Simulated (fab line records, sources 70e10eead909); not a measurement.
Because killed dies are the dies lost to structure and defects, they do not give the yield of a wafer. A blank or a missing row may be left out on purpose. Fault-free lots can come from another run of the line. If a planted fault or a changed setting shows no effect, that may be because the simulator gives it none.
Comparing a struck lot with a sound one    flow nandHarc    13 out of 1159 route steps
Sound: these wafers, L186.2, L186.3, L186.5. Struck: wafer L201.6. (L201.2 of the same lot was not struck and is left out.) The cause comes at the end.
At each step with rows: each side's tool, then ch and its chambers, then its first start. Under that, the readings that differ: sound wafers    struck wafers    difference of the means    sigmas: that difference in standard deviations of wafers without a fault.
alike: readings with means less than 2 such deviations apart, plus words and numbers identical on both sides. not compared: withheld readings, readings lacking a value on some wafer, bounds such as >300 that could conceal the same value, and numbers that have no deviation in the record and whose values overlap.
Wherever a step has rows on one side only, a row that says differs or no value, or a row with sigmas, the two part there. Numbers that don't overlap but have no deviation are shown without sigmas and don't part them. A reading that every wafer of one side lacks parts them only if that side has two wafers or more.

first, 1 step without rows for these wafers: NHARC_A_SLIT_SRD_20.
NHARC_A_SLIT_CD_MEAS_21:
  sound: cdSem-03 at day 14 22:56; struck: cdSem-01 at day 18 15:16
  alike: cdNm
then, 3 steps without rows for these wafers: NHARC_A_SIN_REMOVE_WET_00 (chemistry H3PO4, time 15300 s); NHARC_A_SIN_REMOVE_PRECLEAN_01 (cleans in SC1); NHARC_A_SIN_REMOVE_SRD_02.
NHARC_A_SIN_REMOVE_INSPECT_04:
  sound: defectInspect-01 at day 15 04:25; struck: defectInspect-02 at day 18 22:12
  alike: rawDefectCount
NHARC_A_WL_FILL_ALD_00: deposits Al2O3, target thk 3 nm, pulse time 3 s, ald cycles 30.
  sound on aldHk-04 ch 1,2, day 15 04:37; struck on aldHk-04 ch 0, day 18 22:18
  alike: heaterPowerW, precursorPulseHeightRel
NHARC_A_WL_FILL_RTA_01: time 5 s.
  sound on rtpAnneal-01 ch 0, day 15 05:01; struck on rtpAnneal-02 ch 0, day 18 22:34
reading           sound     struck  difference  sigmas
lampPowerPct (%)  26 26 26  33      +7          +2
  alike: wafer_temp_C_max
NHARC_A_WL_FILL_ALD_02: deposits TiN, target thk 2 nm, pulse time 3 s, ald cycles 100.
  sound on aldMetal-02 ch 0,1,2, day 15 05:16; struck on aldMetal-01 ch 1, day 18 22:45
  alike: heaterPowerW, precursorPulseHeightRel
NHARC_A_WL_FILL_CVD_03: deposits W, target thk 40 nm, time 3302 s.
  sound on cvdW-01 ch 0,1, day 15 14:31; struck on cvdW-01 ch 1, day 19 01:05
  alike: heaterPowerW, throttleValvePct
NHARC_A_WL_FILL_ETCHBACK_04: etches the open film in NF3, target depth 60 nm, time 120 s.
  sound on rieMetal-03 ch 0,1, day 15 17:22; struck on rieMetal-03 ch 0, day 19 02:31
reading         sound              struck  difference  sigmas
runLengthS (s)  140.1 140.6 141.3  90.0    -50.7       -99 or more
  alike: chamberPressureMTorr, drypumpMotorCurrentA, oesProductAu
  not compared: rfHoursCounterH
NHARC_A_WL_FILL_ETCHBACK_05: etches the open film in Cl2/BCl3, target depth 22 nm, time 60 s.
  sound on rieMetal-03 ch 0,1, day 15 17:37; struck on rieMetal-03 ch 0, day 19 02:45
  alike: chamberPressureMTorr, drypumpMotorCurrentA, oesProductAu, runLengthS
  not compared: rfHoursCounterH
-- break in the record here, with 4 days between the starts of the struck wafers on either side (left off in module A_WL_FILL, picked up again in module END, where the first step shown is number 1159 on the route) --
NHARC_END_SORT_01:
  at this point the record logs the struck wafers (prober-01 ch 0, day 23 10:29) and has no rows for the sound ones

== WHERE THEY PART ==
Last at NHARC_END_SORT_01 as far as this record goes, first at NHARC_A_WL_FILL_RTA_01.

WHY: what the simulator had put in
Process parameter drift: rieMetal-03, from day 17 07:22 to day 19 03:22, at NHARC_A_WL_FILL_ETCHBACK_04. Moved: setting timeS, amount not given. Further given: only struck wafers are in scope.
